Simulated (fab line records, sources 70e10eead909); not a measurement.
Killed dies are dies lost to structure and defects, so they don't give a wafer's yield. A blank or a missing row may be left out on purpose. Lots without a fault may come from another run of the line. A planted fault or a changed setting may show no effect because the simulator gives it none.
Which tool did it? | flow nand_harc | 24 lots, 72 wafers sampled, at 5 steps of a route of 1302

WHAT THE GAUGES READ, wafer by wafer
NHARC_A_CONTACT_CD_MEAS_69: target cd 300 nm. Usual: cd_nm 299.6 nm, standard deviation 0.59.
lot  | measured     | on        | cd_nm (nm)        | flag
L075 | day 21 23:20 | cd_sem-01 | 299.3 300.6 299.5 |
L074 | day 22 02:53 | cd_sem-03 | 299.4 299.3 299.0 |
L076 | day 22 14:23 | cd_sem-02 | 299.9 299.3 299.3 |
L077 | day 23 00:56 | cd_sem-03 | 299.1 299.8 299.1 |
L078 | day 23 04:52 | cd_sem-01 | 299.5 297.8 299.4 |
L079 | day 23 18:04 | cd_sem-01 | 298.5 299.3 300.2 |
L080 | day 24 00:29 | cd_sem-01 | 300.7 300.6 299.9 |
L081 | day 24 06:05 | cd_sem-01 | 300.0 300.6 299.9 |
L082 | day 25 10:25 | cd_sem-03 | 300.0 300.1 300.1 |
L083 | day 25 17:53 | cd_sem-03 | 297.9 298.4 299.6 |
L084 | day 26 01:46 | cd_sem-02 | 299.7 300.2 299.9 |
L086 | day 26 08:41 | cd_sem-02 | 299.0 300.0 300.0 |
L085 | day 26 09:04 | cd_sem-03 | 299.5 298.9 300.4 |
L087 | day 27 15:06 | cd_sem-01 | 299.1 298.9 300.0 |
L088 | day 27 15:59 | cd_sem-01 | 299.8 299.6 300.0 |
L089 | day 29 02:04 | cd_sem-01 | 299.6 299.6 299.8 |
L090 | day 29 05:20 | cd_sem-03 | 299.1 299.4 299.5 |
L091 | day 29 18:38 | cd_sem-02 | 298.2 299.5 298.7 |
L094 | day 29 22:41 | cd_sem-03 | 300.2 300.2 300.2 |
L092 | day 29 22:50 | cd_sem-03 | 300.2 299.4 298.8 |
L093 | day 30 04:22 | cd_sem-01 | 299.2 299.1 299.6 |
L096 | day 30 20:39 | cd_sem-03 | 300.5 300.2 299.8 |
L097 | day 30 23:05 | cd_sem-03 | 300.1 301.2 300.1 |
L095 | day 31 05:52 | cd_sem-01 | 299.8 300.6 300.0 |

WHICH TOOL RAN EACH LOT (tool, then ch and the chambers of the sampled wafers, then the start)
lot  | NHARC_A_CONTACT_ETCH_119             | NHARC_A_CONTACT_ETCH_120             | NHARC_A_CONTACT_ETCH_96                       | NHARC_A_CONTACT_STRIP_55
L075 | har_cap_etch-03 ch 0,1, day 21 14:34 | har_cap_etch-03 ch 0,1, day 21 14:44 | rie_diel-02 ch 1,3, day 21 23:20 or earlier   | rie_diel-02 ch 0,1, day 21 23:20 or earlier
L074 | har_cap_etch-02 ch 0,1, day 21 20:02 | har_cap_etch-02 ch 0,1, day 21 20:13 | rie_diel-03 ch 0,2,3, day 22 02:53 or earlier | rie_diel-13 ch 1,3, day 22 02:53 or earlier
L076 | har_cap_etch-02 ch 0,1, day 22 06:44 | har_cap_etch-02 ch 0,1, day 22 06:55 | rie_diel-13 ch 0,2, day 22 08:31              | rie_diel-13 ch 0,3, day 22 14:23 or earlier
L077 | har_cap_etch-03 ch 0,1, day 22 17:31 | har_cap_etch-03 ch 0,1, day 22 17:41 | rie_diel-03 ch 0,1,2, day 23 00:56 or earlier | rie_diel-02 ch 0,1,2, day 23 00:56 or earlier
L078 | har_cap_etch-01 ch 0,1, day 22 21:46 | har_cap_etch-01 ch 0,1, day 22 21:56 | rie_diel-03 ch 1,2,3, day 23 04:52 or earlier | rie_diel-02 ch 0,3, day 23 04:52 or earlier
L079 | har_cap_etch-02 ch 0,1, day 23 08:45 | har_cap_etch-02 ch 0,1, day 23 08:55 | rie_diel-03 ch 0,1,2, day 23 18:04 or earlier | rie_diel-02 ch 0,1,2, day 23 18:04 or earlier
L080 | har_cap_etch-01 ch 0,1, day 23 17:01 | har_cap_etch-01 ch 0,1, day 23 17:11 | rie_diel-13 ch 0,1,2, day 24 00:29 or earlier | rie_diel-02 ch 0,2, day 24 00:29 or earlier
L081 | har_cap_etch-02 ch 0,1, day 23 22:48 | har_cap_etch-02 ch 0,1, day 23 22:58 | rie_diel-02 ch 0,2,3, day 24 06:05 or earlier | rie_diel-02 ch 2,3, day 24 06:05 or earlier
L082 | har_cap_etch-02 ch 0,1, day 25 03:40 | har_cap_etch-02 ch 0,1, day 25 03:50 | rie_diel-02 ch 2,3, day 25 10:25 or earlier   | rie_diel-02 ch 0,1, day 25 10:25 or earlier
L083 | har_cap_etch-01 ch 0, day 25 09:47   | har_cap_etch-01 ch 0, day 25 09:57   | rie_diel-03 ch 0,3, day 25 17:53 or earlier   | rie_diel-13 ch 0,2,3, day 25 17:53 or earlier
L084 | har_cap_etch-02 ch 0,1, day 25 18:04 | har_cap_etch-02 ch 0,1, day 25 18:14 | rie_diel-13 ch 2,3, day 26 01:46 or earlier   | rie_diel-03 ch 0,2,3, day 26 01:46 or earlier
L086 | har_cap_etch-02 ch 0,1, day 26 01:17 | har_cap_etch-02 ch 0,1, day 26 01:28 | rie_diel-13 ch 1,2,3, day 26 08:41 or earlier | rie_diel-13 ch 0,1,3, day 26 08:41 or earlier
L085 | har_cap_etch-03 ch 0,1, day 26 01:29 | har_cap_etch-03 ch 0,1, day 26 01:39 | rie_diel-02 ch 0,1,3, day 26 09:04 or earlier | rie_diel-02 ch 0,3, day 26 09:04 or earlier
L087 | har_cap_etch-02 ch 0,1, day 27 08:14 | har_cap_etch-02 ch 0,1, day 27 08:24 | rie_diel-02 ch 0,1,3, day 27 15:06 or earlier | rie_diel-02 ch 1,2,3, day 27 15:06 or earlier
L088 | har_cap_etch-01 ch 0,1, day 27 08:30 | har_cap_etch-01 ch 0,1, day 27 08:44 | rie_diel-03 ch 0,1,2, day 27 15:59 or earlier | rie_diel-13 ch 2,3, day 27 15:59 or earlier
L089 | har_cap_etch-02 ch 0,1, day 28 18:31 | har_cap_etch-02 ch 0,1, day 28 18:41 | rie_diel-02 ch 0,3, day 29 02:04 or earlier   | rie_diel-13 ch 0,1,2, day 29 02:04 or earlier
L090 | har_cap_etch-01 ch 0, day 28 19:11   | har_cap_etch-01 ch 0, day 28 19:25   | rie_diel-02 ch 0,1, day 29 05:20 or earlier   | rie_diel-03 ch 0,1,2, day 29 05:20 or earlier
L091 | har_cap_etch-01 ch 0,1, day 29 09:11 | har_cap_etch-01 ch 0,1, day 29 09:22 | rie_diel-02 ch 0,3, day 29 18:38 or earlier   | rie_diel-03 ch 1,2,3, day 29 18:38 or earlier
L094 | har_cap_etch-03 ch 1, day 29 14:07   | har_cap_etch-03 ch 1, day 29 14:20   | rie_diel-02 ch 0,3, day 29 22:41 or earlier   | rie_diel-02 ch 0,2,3, day 29 22:41 or earlier
L092 | har_cap_etch-02 ch 0,1, day 29 14:56 | har_cap_etch-02 ch 0,1, day 29 15:06 | rie_diel-03 ch 0,1,3, day 29 22:50 or earlier | rie_diel-13 ch 1,2,3, day 29 22:50 or earlier
L093 | har_cap_etch-02 ch 0,1, day 29 21:03 | har_cap_etch-02 ch 0,1, day 29 21:13 | rie_diel-02 ch 1,2, day 30 04:22 or earlier   | rie_diel-03 ch 0,2,3, day 30 04:22 or earlier
L096 | har_cap_etch-02 ch 1, day 30 13:58   | har_cap_etch-02 ch 1, day 30 14:08   | rie_diel-02 ch 0,1,2, day 30 20:39 or earlier | rie_diel-02 ch 0,1,2, day 30 20:39 or earlier
L097 | har_cap_etch-03 ch 0,1, day 30 14:26 | har_cap_etch-03 ch 0,1, day 30 14:36 | rie_diel-03 ch 0,2,3, day 30 23:05 or earlier | rie_diel-02 ch 0,2,3, day 30 23:05 or earlier
L095 | har_cap_etch-02 ch 0,1, day 30 18:32 | har_cap_etch-02 ch 0,1, day 30 18:43 | rie_diel-02 ch 1,3, day 31 05:52 or earlier   | rie_diel-03 ch 0,1,3, day 31 05:52 or earlier
- NHARC_A_CONTACT_ETCH_119: etches the open film in C4F8/O2/Ar, time 190 s, target depth 1850 nm.
- NHARC_A_CONTACT_ETCH_120: etches the open film in C4F8/O2/Ar, time 190 s, target depth 1850 nm.
- NHARC_A_CONTACT_ETCH_96: etches the open film in C4F6/O2, target depth 20 nm, time 10 s.
- NHARC_A_CONTACT_STRIP_55: strips in O2.

WHAT THE TOOLS THEMSELVES READ (means of the sampled wafers that have a number; where no wafer has one, the mark that the record gives instead)
NHARC_A_CONTACT_ETCH_96. Usual: drypump_motor_current_A 5.8 A, standard deviation 0.36; oes_product_au 0.978 a.u., standard deviation 0.025; rf_vpp_V 548 V, standard deviation 3.4; showerhead_plenum_p_Torr 3.96 Torr, standard deviation 0.16; throttle_valve_pct 26.904 %, standard deviation 0.0093.
lot  | tool        | drypump_motor_current_A (A) | oes_product_au (a.u.) | rf_vpp_V (V) | showerhead_plenum_p_Torr (Torr) | throttle_valve_pct (%) | flag
L075 | rie_diel-02 | 5.4                         | 0.961                 | 549          | 4.04                            | 26.902                 |
L074 | rie_diel-03 | 6.0                         | 1.007                 | 546          | 3.89                            | 26.910                 |
L076 | rie_diel-13 | 6.4                         | 0.957                 | 548          | 3.95                            | 26.900                 |
L077 | rie_diel-03 | 6.1                         | 1.011                 | 547          | 3.92                            | 26.909                 |
L078 | rie_diel-03 | 6.0                         | 1.001                 | 549          | 4.02                            | 26.904                 |
L079 | rie_diel-03 | 6.1                         | 0.948                 | 547          | 3.92                            | 26.902                 |
L080 | rie_diel-13 | 6.4                         | 0.964                 | 548          | 4.02                            | 26.901                 |
L081 | rie_diel-02 | 5.7                         | 0.995                 | 547          | 3.96                            | 26.902                 |
L082 | rie_diel-02 | 5.8                         | 0.983                 | 546          | 3.87                            | 26.914                 |
L083 | rie_diel-03 | 6.1                         | 0.954                 | 547          | 3.90                            | 26.909                 |
L084 | rie_diel-13 | 6.2                         | 1.005                 | 547          | 3.98                            | 26.896                 |
L086 | rie_diel-13 | 6.2                         | 0.950                 | 550          | 4.09                            | 26.897                 |
L085 | rie_diel-02 | 5.4                         | 0.995                 | 549          | 4.00                            | 26.902                 |
L087 | rie_diel-02 | 5.4                         | 0.947                 | 549          | 4.00                            | 26.904                 |
L088 | rie_diel-03 | 6.1                         | 0.969                 | 546          | 3.90                            | 26.906                 |
L089 | rie_diel-02 | 5.6                         | 0.941                 | 549          | 4.04                            | 26.902                 |
L090 | rie_diel-02 | 5.4                         | 0.992                 | 547          | 3.94                            | 26.910                 |
L091 | rie_diel-02 | 5.5                         | 0.965                 | 549          | 4.06                            | 26.901                 |
L094 | rie_diel-02 | 5.5                         | 0.996                 | 550          | 4.06                            | 26.899                 |
L092 | rie_diel-03 | 6.1                         | 1.004                 | 548          | 4.01                            | 26.902                 |
L093 | rie_diel-02 | 5.4                         | 0.999                 | 545          | 3.85                            | 26.909                 |
L096 | rie_diel-02 | 5.6                         | 0.995                 | 547          | 3.89                            | 26.903                 |
L097 | rie_diel-03 | 6.0                         | 0.962                 | 546          | 3.84                            | 26.907                 |
L095 | rie_diel-02 | 5.4                         | 1.000                 | 548          | 4.02                            | 26.906                 |

NHARC_A_CONTACT_STRIP_55. Usual: drypump_motor_current_A 5.9 A, standard deviation 0.39; oes_product_au 0.998 a.u., standard deviation 0.014; rf_vpp_V 57.8 V, standard deviation 0.81; showerhead_plenum_p_Torr 3.56 Torr, standard deviation 0.15; throttle_valve_pct 17.035 %, standard deviation 0.0088.
lot  | tool        | drypump_motor_current_A (A) | oes_product_au (a.u.) | rf_vpp_V (V) | showerhead_plenum_p_Torr (Torr) | throttle_valve_pct (%) | flag
L075 | rie_diel-02 | 5.4                         | 1.002                 | 58.2         | 3.59                            | 17.037                 |
L074 | rie_diel-13 | 6.1                         | 0.988                 | 57.8         | 3.62                            | 17.041                 |
L076 | rie_diel-13 | 5.8                         | 1.004                 | 58.3         | 3.38                            | 17.041                 |
L077 | rie_diel-02 | 5.5                         | 0.997                 | 57.7         | 3.51                            | 17.046                 |
L078 | rie_diel-02 | 5.5                         | 1.008                 | 57.6         | 3.66                            | 17.027                 |
L079 | rie_diel-02 | 5.5                         | 1.004                 | 57.3         | 3.51                            | 17.038                 |
L080 | rie_diel-02 | 5.8                         | 0.996                 | 57.1         | 3.46                            | 17.034                 |
L081 | rie_diel-02 | 5.8                         | 1.002                 | 57.8         | 3.48                            | 17.028                 |
L082 | rie_diel-02 | 5.3                         | 0.993                 | 58.2         | 3.55                            | 17.033                 |
L083 | rie_diel-13 | 6.1                         | 1.013                 | 57.8         | 3.62                            | 17.038                 |
L084 | rie_diel-03 | 6.0                         | 0.999                 | 57.9         | 3.48                            | 17.024                 |
L086 | rie_diel-13 | 6.1                         | 1.002                 | 58.1         | 3.71                            | 17.030                 |
L085 | rie_diel-02 | 5.5                         | 0.991                 | 57.2         | 3.66                            | 17.040                 |
L087 | rie_diel-02 | 5.6                         | 0.998                 | 57.7         | 3.52                            | 17.036                 |
L088 | rie_diel-13 | 5.9                         | 0.994                 | 58.1         | 3.68                            | 17.037                 |
L089 | rie_diel-13 | 6.4                         | 1.005                 | 57.2         | 3.60                            | 17.030                 |
L090 | rie_diel-03 | 6.1                         | 0.989                 | 58.2         | 3.50                            | 17.032                 |
L091 | rie_diel-03 | 6.0                         | 0.984                 | 57.6         | 3.58                            | 17.047                 |
L094 | rie_diel-02 | 5.7                         | 0.977                 | 57.3         | 3.55                            | 17.026                 |
L092 | rie_diel-13 | 6.2                         | 0.994                 | 59.0         | 3.66                            | 17.035                 |
L093 | rie_diel-03 | 6.0                         | 1.008                 | 57.3         | 3.46                            | 17.046                 |
L096 | rie_diel-02 | 5.5                         | 0.985                 | 57.8         | 3.49                            | 17.033                 |
L097 | rie_diel-02 | 5.6                         | 0.984                 | 58.1         | 3.55                            | 17.036                 |
L095 | rie_diel-03 | 6.1                         | 1.005                 | 57.6         | 3.60                            | 17.031                 |

THE ANSWER, worked out from the rows above alone
Rule: a lot is off if the mean of its wafers that have a number lies more than 3 standard deviations from the usual mean. A lot without any number at a reading at which 4 lots or more have one is off too. The other lots that the step has rows for count as sound. The gauges are gone through in route order, then the tools' own readings, and for those a lot's mean is taken as printed above. The first step at which some lot is off is used, and at that step the reading that is off furthest; a lot without a number counts as furthest.
No lot is off at any reading shown: from this, nothing can be told.

WHAT THE SIMULATOR HAD PUT IN
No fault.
